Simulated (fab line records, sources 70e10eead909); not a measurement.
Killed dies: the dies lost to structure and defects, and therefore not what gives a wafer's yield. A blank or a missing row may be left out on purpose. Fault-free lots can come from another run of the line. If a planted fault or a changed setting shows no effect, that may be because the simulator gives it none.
Chamber matching / flow nand harc / 4 sister chambers for NHARC_A_DECK1_JOINT_ETCHBACK_07 on rie si-03
The step etches the open film in HBr, target depth 105 nm, time 26.9 s. 8 wafers are shown with their chamber, then 9 later ones without.

== WAFERS PAIRED WITH THEIR CHAMBERS ==
wafer=L074.6; chamber=1; drypump motor current A (A)=5.0; oes product au (a.u.)=1.016
wafer=L079.5; chamber=3; drypump motor current A (A)=5.0; oes product au (a.u.)=0.993
wafer=L082.1; chamber=3; drypump motor current A (A)=4.9; oes product au (a.u.)=1.000
wafer=L082.4; chamber=0; drypump motor current A (A)=5.1; oes product au (a.u.)=0.979
wafer=L082.5; chamber=0; drypump motor current A (A)=5.1; oes product au (a.u.)=0.976
wafer=L084.1; chamber=2; drypump motor current A (A)=6.2; oes product au (a.u.)=1.005
wafer=L084.5; chamber=2; drypump motor current A (A)=6.2; oes product au (a.u.)=1.002
wafer=L084.6; chamber=1; drypump motor current A (A)=5.0; oes product au (a.u.)=1.010

== WAFERS WITH NO CHAMBER GIVEN ==
wafer=L089.2; drypump motor current A (A)=4.9; oes product au (a.u.)=1.012
wafer=L089.4; drypump motor current A (A)=5.1; oes product au (a.u.)=0.981
wafer=L089.5; drypump motor current A (A)=6.2; oes product au (a.u.)=1.014
wafer=L094.2; drypump motor current A (A)=6.2; oes product au (a.u.)=1.005
wafer=L094.3; drypump motor current A (A)=5.1; oes product au (a.u.)=1.003
wafer=L094.5; drypump motor current A (A)=5.0; oes product au (a.u.)=1.017
wafer=L096.2; drypump motor current A (A)=5.0; oes product au (a.u.)=1.029
wafer=L096.3; drypump motor current A (A)=6.2; oes product au (a.u.)=1.009
wafer=L096.5; drypump motor current A (A)=5.1; oes product au (a.u.)=0.989

== CHAMBER TAKEN BY EACH ==
wafer=L089.2; from the rows above=can't be placed: 1 or 3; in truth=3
wafer=L089.4; from the rows above=0; in truth=0
wafer=L089.5; from the rows above=2; in truth=2
wafer=L094.2; from the rows above=2; in truth=2
wafer=L094.3; from the rows above=can't be placed: 1 or 3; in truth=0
wafer=L094.5; from the rows above=1; in truth=1
wafer=L096.2; from the rows above=1; in truth=1
wafer=L096.3; from the rows above=2; in truth=2
wafer=L096.5; from the rows above=can't be placed: 0 or 3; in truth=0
Correct placement for 6 of the 9. Cannot be placed on the basis of these rows: 3; the candidates contain the true chamber in 2. 0 placed wrongly.
How it was worked out, from the rows above alone: a wafer's distance from a chamber is the root of the sum, over the readings, of the square of ((its reading less the chamber's mean) divided by the reading's scatter). If the next closest chamber is less than 2 further off than the closest, the wafer can't be placed; otherwise it belongs to the closest. For every chamber, the mean is computed from those of its wafers that are shown. How the scatter is found: for the shown wafers, subtract from each reading the mean of its chamber, square and add these, divide the total by (wafers less chambers), then take the root.
